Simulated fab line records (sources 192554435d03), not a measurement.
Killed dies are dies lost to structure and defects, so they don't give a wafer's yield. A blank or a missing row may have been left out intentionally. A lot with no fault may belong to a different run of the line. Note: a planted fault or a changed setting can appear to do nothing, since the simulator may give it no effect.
Split-lot trial | flow n5-finfet | 7 lots, 21 wafers read, on a route of 1938 steps

THE SPLIT ITSELF
At N5_ZERO_LAYER_EXPOSE_08 (exposes mask ZERO, defocus 0 nm, target cd 2000 nm), the setting dose-mj was moved away from the recipe's 16.2 on 6 of the 21 wafers read, by -6.2% to +2.4%. For the rest of the wafers, this setting stayed at what the recipe calls for.

FROM THE SPLIT TO THE READING: what the file shows between them, 3 steps
- N5_ZERO_LAYER_PEB_09
- N5_ZERO_LAYER_DEVELOP_10: develop time 60 s
- N5_ZERO_LAYER_HARDBAKE_23: time 120 s

THE READING
cd-nm at N5_ZERO_LAYER_CD_MEAS_11, given in nm (cd target 2000 nm). A value of 1999.7 nm with a standard deviation of 1.9 nm is what fault-free wafers of this fab line usually give.

wafer  | tool, chamber at the split | dose-mj as run | against the recipe | cd-nm, nm | against lot-mates on the recipe
L076.1 | krf-scanner-02, 0          | 15.19          | -6.2%              | 1984.7    | -14.5
L076.5 | krf-scanner-02, 0          | 16.2           | recipe             | 2001.1    | -
L076.6 | krf-scanner-02, 0          | 16.2           | recipe             | 1997.2    | -
L078.2 | krf-scanner-02, 0          | 16.2           | recipe             | 1997.7    | -
L078.3 | krf-scanner-02, 0          | 16.2           | recipe             | 1997.1    | -
L078.5 | krf-scanner-02, 0          | 16.2           | recipe             | 1999.8    | -
L087.1 | krf-scanner-01, 0          | 15.28          | -5.7%              | 1987.5    | -15.3
L087.5 | krf-scanner-01, 0          | 16.2           | recipe             | 2002.8    | -
L087.6 | krf-scanner-01, 0          | 15.28          | -5.7%              | 1990.8    | -12.0
L088.1 | krf-scanner-02, 0          | 16.2           | recipe             | 1996.5    | -
L088.3 | krf-scanner-02, 0          | 16.2           | recipe             | 2002.3    | -
L088.6 | krf-scanner-02, 0          | 16.2           | recipe             | 2000.4    | -
L089.4 | krf-scanner-01, 0          | 16.58          | +2.3%              | 2006.4    | +5.1
L089.5 | krf-scanner-01, 0          | 16.2           | recipe             | 2001.3    | -
L089.6 | krf-scanner-01, 0          | 16.58          | +2.3%              | 2006.0    | +4.7
L091.1 | krf-scanner-02, 0          | 16.2           | recipe             | 1997.8    | -
L091.4 | krf-scanner-02, 0          | 16.59          | +2.4%              | 2002.3    | +2.8
L091.6 | krf-scanner-02, 0          | 16.2           | recipe             | 2001.3    | -
L094.2 | krf-scanner-01, 0          | 16.2           | recipe             | 1999.2    | -
L094.5 | krf-scanner-01, 0          | 16.2           | recipe             | 1997.8    | -
L094.6 | krf-scanner-01, 0          | 16.2           | recipe             | 1999.5    | -

FIT RESULTS
A straight line over all 21 wafers: cd-nm changes by +2.07 nm for each +1% of dose-mj; r = +0.93; the points scatter about the line by 2.1 nm.
The same after taking each lot's own level away (the mean of its wafers on the recipe; 21 wafers): +2.26 nm for each +1%; r = +0.96; scatter 1.6 nm.
According to that fit, moving dose-mj by its largest amount changes the reading by 14 nm.
Measured against the standard deviation above, the lots' own levels, which go from 1998.20 to 2002.80 nm, span 2.4 times it.
The two slopes are in agreement: the lot-to-lot level therefore moves the slope only a little.
Check: -14.3 nm against its lot-mates is what the line predicts for one of the wafers moved furthest among these (-6.2%) when that wafer is left out of the fit. Against them it came out at -14.5 nm.

THE WHOLE CHAIN: every reading that the file lists as answering this split, in the file's order
step                     | what it does             | reading                                                           | change (the file's fit)              | r (the file's)
N5_ZERO_LAYER_CD_MEAS_11 | target cd 2000 nm        | cd-nm                                                             | +2.26 nm for each +1% of the setting | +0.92
N5_ZERO_LAYER_DESCUM_16  | chemistry O2, time 7.9 s | ZERO_LAYER.cd-nm (the simulator's own value, which no gauge read) | +2.23 nm for each +1% of the setting | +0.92

THE FILE'S OWN FIT
cd-nm changes by +2.26 nm for each +1% of dose-mj, r = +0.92.
